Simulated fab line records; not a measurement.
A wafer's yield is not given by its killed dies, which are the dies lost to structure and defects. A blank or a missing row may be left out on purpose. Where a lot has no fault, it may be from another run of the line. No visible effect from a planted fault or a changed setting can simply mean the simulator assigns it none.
The tool behind it: which one? / flow nand harc / at 1 step of a route of 1302, 6 lots with 18 wafers sampled

== WHAT THE GAUGES READ, wafer by wafer ==
NHARC_A_ONON_D2_THK_MEAS_27: measures by ellipsometry.
lot=L593; measured=day 14 16:46; on=film metro-02; thk nm (nm)=1001 1003 1003
lot=L595; measured=day 15 19:19; on=film metro-02; thk nm (nm)=1018 1019 1021
lot=L603; measured=day 19 02:22; on=film metro-02; thk nm (nm)=1000 999 1000
lot=L605; measured=day 19 21:52; on=film metro-02; thk nm (nm)=1004 1007 1005
lot=L611; measured=day 22 09:55; on=film metro-01; thk nm (nm)=1014 1016 1013
lot=L610; measured=day 22 09:57; on=film metro-01; thk nm (nm)=1011 1011 1013

== TOOL THAT RAN EACH LOT (tool first, then ch and the chambers of the sampled wafers, then the start) ==
Before these readings, the record contains no process step.

== THE ANSWER, worked out from the rows above alone ==
Rule: the usual values come from the lots themselves. Put in order of their means at a reading, lots are off if they are a third of the lots or fewer, leave a main group of 4 or more, and stand apart from it by a gap of 3 or more times the standard deviation of the main group's means; of several such gaps the widest counts. The tables above print the reading to a certain number of digits; a main group whose means all agree to those digits is not used. Also off: a lot with no number at a reading for which 4 or more lots have one. Any other lot the step has rows for is counted as sound.
No lot is off at any reading shown: from this, nothing can be told.

== WHAT THE SIMULATOR HAD PUT IN ==
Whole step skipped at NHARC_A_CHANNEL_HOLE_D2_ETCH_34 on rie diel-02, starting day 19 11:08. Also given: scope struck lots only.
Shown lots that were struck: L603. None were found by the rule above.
